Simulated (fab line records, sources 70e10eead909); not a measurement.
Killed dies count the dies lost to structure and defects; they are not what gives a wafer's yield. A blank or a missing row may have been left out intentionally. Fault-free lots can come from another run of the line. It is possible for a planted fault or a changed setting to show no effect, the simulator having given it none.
What tool caused it? -- flow nandHarc -- Sampling: 14 lots, 42 wafers, 4 of 1302 route steps

## WHAT EACH GAUGE READ, for each wafer
NHARC_A_ONON_D2_THK_MEAS_14: measures by ellipsometry. Usual: thkNm 999 nm, standard deviation 9.9.
lot,measured,on,thkNm (nm),flag
L204,day 12 23:04,filmMetro-01,982 980 981,
L205,day 13 04:19,filmMetro-01,997 999 999,
L207,day 14 02:25,filmMetro-01,1014 1011 1014,
L208,day 14 02:23,filmMetro-02,969 969 971,
L209,day 14 22:47,filmMetro-01,992 993 992,
L212,day 15 18:19,filmMetro-01,1004 1004 1005,
L211,day 15 18:21,filmMetro-01,996 997 994,
L213,day 16 22:08,filmMetro-01,1017 1018 1018,
L214,day 16 22:07,filmMetro-01,997 996 996,
L215,day 17 16:41,filmMetro-01,1007 1006 1003,
L216,day 17 16:39,filmMetro-02,1000 1001 998,
L218,day 18 22:17,filmMetro-01,1000 1001 999,
L221,day 20 02:57,filmMetro-01,492 492 491,OFF
L224,day 20 19:33,filmMetro-01,499 499 499,OFF

NHARC_END_SORT_01. Usual: killedAtArray 52, standard deviation 18; killedAtOther 0.6, standard deviation 0.83; killedAtPeriphery 4.3, standard deviation 2.8; killedDies 57, standard deviation 19; killedOpen 3.4, standard deviation 2; killedShort 2.5, standard deviation 1.7.
lot,measured,on,killedAtArray,killedAtOther,killedAtPeriphery,killedDies,killedOpen,killedShort,flag
L221,day 31 12:07,prober-01,668 667 672,0 1 0,9 9 5,677 677 677,8 4 4,2 0 0,OFF
L224,day 32 21:17,prober-01,672 667 671,2 0 0,3 10 6,677 677 677,1 2 3,5 2 2,OFF

## WHAT TOOL EACH LOT RAN ON (gives the tool, then ch and the chambers of the sampled wafers, and finally the start)
lot,NHARC_A_DECK1_JOINT_ETCHBACK_00,NHARC_A_ONON_D2_DEP_12
L204,"rieSi-04 ch 2,3, day 11 19:01","pecvdOnon-03 ch 0, day 12 22:34"
L205,"rieSi-04 ch 0,1,2, day 12 02:10","pecvdOnon-01 ch 0, day 13 03:49"
L207,"rieSi-02 ch 2,3, day 13 00:51","pecvdOnon-03 ch 0, day 14 01:53"
L208,"rieSi-03 ch 0,1,2, day 13 00:52","pecvdOnon-02 ch 0, day 14 01:53"
L209,"rieSi-02 ch 0,2,3, day 13 20:46","pecvdOnon-03 ch 0, day 14 22:20"
L212,"rieSi-02 ch 1,2,3, day 14 16:19","pecvdOnon-03 ch 0, day 15 17:49"
L211,"rieSi-04 ch 0,1, day 14 16:20","pecvdOnon-01 ch 0, day 15 17:54"
L213,"rieSi-02 ch 0,3, day 15 18:24","pecvdOnon-02 ch 0, day 16 21:40"
L214,"rieSi-03 ch 2,3, day 15 18:25","pecvdOnon-03 ch 0, day 16 21:43"
L215,"rieSi-03 ch 0,1,2, day 16 13:13","pecvdOnon-01 ch 0, day 17 16:14"
L216,"rieSi-04 ch 1,2,3, day 16 17:20","pecvdOnon-03 ch 0, day 17 16:08"
L218,"rieSi-02 ch 0,1,2, day 17 17:32","pecvdOnon-02 ch 0, day 18 21:47"
L221,"rieSi-02 ch 0,1,2, day 18 20:13","pecvdOnon-03 ch 0, day 20 02:28"
L224,"rieSi-04 ch 0,1,3, day 19 20:16","pecvdOnon-03 ch 0, day 20 19:02"
- NHARC_A_DECK1_JOINT_ETCHBACK_00: etches the open film in HBr, target depth 30 nm, time 17.4 s.
- NHARC_A_ONON_D2_DEP_12: target thk 1000 nm.

## AS READ BY THE TOOLS THEMSELVES (means over the sampled wafers that have a number; for cases with no such wafer, the mark the record gives instead)
NHARC_A_DECK1_JOINT_ETCHBACK_00. Usual: drypumpMotorCurrentA 5.6 A, standard deviation 0.44; heBacksideLeakSccm 2.56 sccm, standard deviation 0.26; oesProductAu 1.002 a.u., standard deviation 0.009; throttleValvePct 23.267 %, standard deviation 0.0093.
lot,tool,drypumpMotorCurrentA (A),heBacksideLeakSccm (sccm),oesProductAu (a.u.),throttleValvePct (%),flag
L204,rieSi-04,6.0,2.61,0.993,23.270,
L205,rieSi-04,5.6,2.37,1.003,23.260,
L207,rieSi-02,5.9,2.47,0.998,23.258,
L208,rieSi-03,5.2,2.57,1.004,23.256,
L209,rieSi-02,5.5,2.53,1.006,23.265,
L212,rieSi-02,6.0,2.62,0.999,23.263,
L211,rieSi-04,5.6,2.32,1.003,23.266,
L213,rieSi-02,5.4,2.74,1.001,23.269,
L214,rieSi-03,5.6,2.65,0.994,23.266,
L215,rieSi-03,5.2,2.54,1.000,23.262,
L216,rieSi-04,5.7,2.60,1.010,23.269,
L218,rieSi-02,5.6,2.68,1.000,23.274,
L221,rieSi-02,5.6,2.70,1.006,23.266,
L224,rieSi-04,5.7,2.42,0.999,23.267,

## THE ANSWER, worked out from the rows above alone
Rule: lot off if the mean of its wafers having a number is beyond 3 standard deviations from the usual mean. A lot without any number at a reading at which 4 lots or more have one is off too. The other lots that the step has rows for count as sound. After the gauges, taken in route order, come the tools' own readings; for these a lot's mean is taken, as printed above. The first step at which some lot is off is used, and at that step the reading that is off furthest; a lot without a number counts as furthest.
Off: L221, L224, at NHARC_A_ONON_D2_THK_MEAS_14 (thkNm).
If a tool, at a process step before that reading, ran all the lots that are off and no sound lot after the first of them, it fits. The gauges at NHARC_A_ONON_D2_THK_MEAS_14 aren't tried: what is off there is off at NHARC_END_SORT_01 too, on other tools, and a gauge's error can't cause that. One fits: pecvdOnon-03 at NHARC_A_ONON_D2_DEP_12. Its last sound lot is L216 (day 17 16:08), its first lot that is off L221 (day 20 02:28): a fault that began between those two fits.

## WHAT THE SIMULATOR PUT IN
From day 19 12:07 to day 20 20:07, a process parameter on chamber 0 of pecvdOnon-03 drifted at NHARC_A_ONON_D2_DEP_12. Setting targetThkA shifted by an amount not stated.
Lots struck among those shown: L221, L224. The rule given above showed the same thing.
